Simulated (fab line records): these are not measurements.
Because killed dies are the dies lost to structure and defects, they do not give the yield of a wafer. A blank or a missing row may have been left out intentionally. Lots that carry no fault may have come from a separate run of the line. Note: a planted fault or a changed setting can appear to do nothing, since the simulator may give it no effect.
Chamber matching    flow n5Finfet    4 sister chambers for N5_BEOL_M12_ETCH_38 on rieDiel-02
The step etches SiCN in CF4/N2, target depth 68.7 nm, time 73.4 s. 4 wafers are shown with their chamber, then 11 later ones without.

## WAFERS WITH THEIR CHAMBER
wafer   chamber  drypumpMotorCurrentA (A)
L089.1  3        5.2
L090.5  1        5.6
L090.6  2        4.8
L091.2  0        5.9

## WAFERS WITH NO CHAMBER GIVEN
wafer   drypumpMotorCurrentA (A)
L091.4  5.2
L091.6  5.9
L093.2  5.7
L093.4  5.9
L093.5  5.9
L097.3  5.2
L097.4  5.2
L097.5  5.9
L095.2  5.2
L095.5  5.9
L095.6  5.2

## EACH ONE'S CHAMBER
wafer   from the rows above  in truth
L091.4  3                    3
L091.6  0                    0
L093.2  1                    1
L093.4  0                    0
L093.5  0                    0
L097.3  3                    3
L097.4  3                    3
L097.5  0                    0
L095.2  3                    3
L095.5  0                    0
L095.6  3                    3
11 of 11 placed correctly. Not placeable from these rows: 0. Wrongly placed: 0.
How it was worked out, from the rows above alone: a wafer's distance from a chamber is the root of the sum, over the readings, of the square of ((its reading less the chamber's mean) divided by the reading's scatter). If the next closest chamber is less than 2 further off than the closest, the wafer can't be placed; otherwise it belongs to the closest. The mean given for a chamber averages the wafers shown for that chamber. The scatter: root of mean squared gap, hidden wafer to nearest shown wafer, with one shown wafer a chamber.
